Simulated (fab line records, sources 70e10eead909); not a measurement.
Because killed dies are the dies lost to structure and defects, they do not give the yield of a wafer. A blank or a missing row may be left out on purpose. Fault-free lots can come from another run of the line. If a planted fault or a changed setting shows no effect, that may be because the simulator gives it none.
Comparing a struck lot with a sound one || flow nand-harc || 15 out of 1302 route steps
Sound: wafers L454.2, L454.3, L454.6. Wafers L466.1, L466.4, L466.6 were the ones struck. The cause is given at the end.
Each step with rows lists, per side, the tool, then ch with its chambers, then its first start. Under that, the readings that differ: sound wafers || struck wafers || difference of the means || sigmas: that difference in standard deviations of wafers without a fault.
alike: readings whose means differ by less than 2 such deviations, and words and numbers that are the same on both sides. not compared: withheld readings, readings that some wafer has no value for, bounds like >300 that may hide the same value, and numbers for which the record gives no deviation and whose values overlap.
A row with sigmas, a row that says differs or no value, or rows on one side alone: a step with any of these is where the two part. When numbers do not overlap yet have no deviation, they are printed without sigmas and do not part them. A reading missing from all wafers of one side parts the sides only when that side holds two or more wafers.

first, 2 steps without rows for these wafers: NHARC_THIN_TSV_PEB_10 (peb time 85 s); NHARC_THIN_TSV_DEVELOP_11 (time 70 s).
NHARC_THIN_TSV_CD_MEAS_12: target cd 1000 nm.
  sound on cd-sem-01 ch 0, day 24 05:46; struck on cd-sem-03 ch 0, day 29 19:06
  alike: cd-nm
then, 1 step without rows for these wafers: NHARC_THIN_TSV_HARDBAKE_13 (time 80 s).
NHARC_THIN_TSV_DESCUM_14: chemistry O2, time 3 s.
  sound on rie-diel-13 ch 0,1,2, day 24 05:55; struck on rie-diel-09 ch 0,2,3, day 29 19:17
  alike: drypump-motor-current-A, oes-product-au, rf-vpp-V, showerhead-plenum-p-Torr, throttle-valve-pct
  not compared: rf-hours-counter-h
NHARC_THIN_TSV_ETCH_44: etches the open film in CF4/O2, target depth 1594.2 nm, time 797.1 s.
  sound on rie-diel-13 ch 0,1,3, day 24 06:07; struck on rie-diel-09 ch 2,3, day 29 19:24
  alike: drypump-motor-current-A, oes-product-au, rf-vpp-V, showerhead-plenum-p-Torr, throttle-valve-pct
  not compared: rf-hours-counter-h
then, 1 step without rows for these wafers: NHARC_THIN_TSV_ETCH_15 (target depth 3000 nm, bosch target overetch cycles 2, bosch etch step 2.8 s).
NHARC_THIN_TSV_CD_MEAS_16:
  struck on cd-sem-02, day 29 20:05; sound on cd-sem-03, day 24 06:46
  alike: cd-nm
NHARC_THIN_TSV_STRIP_45: strips in O2.
  sound on plasma-asher-02 ch 0,1, day 24 06:50; struck on plasma-asher-02 ch 0,1, day 29 20:12
  alike: drypump-motor-current-A, heater-power-w
  not compared: rf-hours-counter-h
then, 1 step without rows for these wafers: NHARC_THIN_TSV_STRIP_46 (strips in post etch residue remover, time 1200 s).
NHARC_THIN_TSV_DEP_47: deposits SiO2, target thk 200 nm.
  sound on pecvd-02 ch 1,2, day 24 07:41; struck on pecvd-01 ch 0,2, day 29 20:58
  alike: chamber-pressure-Torr, throttle-valve-pct
then, 1 step without rows for these wafers: NHARC_THIN_TSV_ETCHBACK_48 (etches the open film in C4F8/Ar, target depth 1028.5 nm, time 405.17 s).
NHARC_THIN_TSV_STRIP_62: strips in N2/H2, time 20 s.
  sound on plasma-asher-02 ch 0,1, day 24 08:23; struck on plasma-asher-02 ch 0, day 29 21:44
  no value came back on the struck wafers for drypump-motor-current-A (A), heater-power-w (W); on the sound wafers drypump-motor-current-A (A) reads 5.3 5.3 6.1
  not compared: rf-hours-counter-h
NHARC_THIN_TSV_DEGAS_49: time 120 s.
  struck on pvd-sputter-01, day 29 21:53; sound on pvd-sputter-03, day 24 08:34
  alike: heater-power-w
NHARC_END_SORT_01:
  sound on prober-02 ch 0, day 24 21:39; struck on prober-01 ch 0, day 30 10:01
{"reading": "killed-at-other", "sound": "0 0 0", "struck": "9 5 11", "difference": "+8", "sigmas": "+8"}
{"reading": "killed-open", "sound": "6 2 1", "struck": "13 8 11", "difference": "+8", "sigmas": "+5"}
  alike: defect-limited-yield, killed-at-array, killed-at-periphery, killed-dies, killed-short

## WHERE THEY PART
At NHARC_THIN_TSV_STRIP_62 first; at NHARC_END_SORT_01 last (within this record only).

WHY: what had been put in by the simulator
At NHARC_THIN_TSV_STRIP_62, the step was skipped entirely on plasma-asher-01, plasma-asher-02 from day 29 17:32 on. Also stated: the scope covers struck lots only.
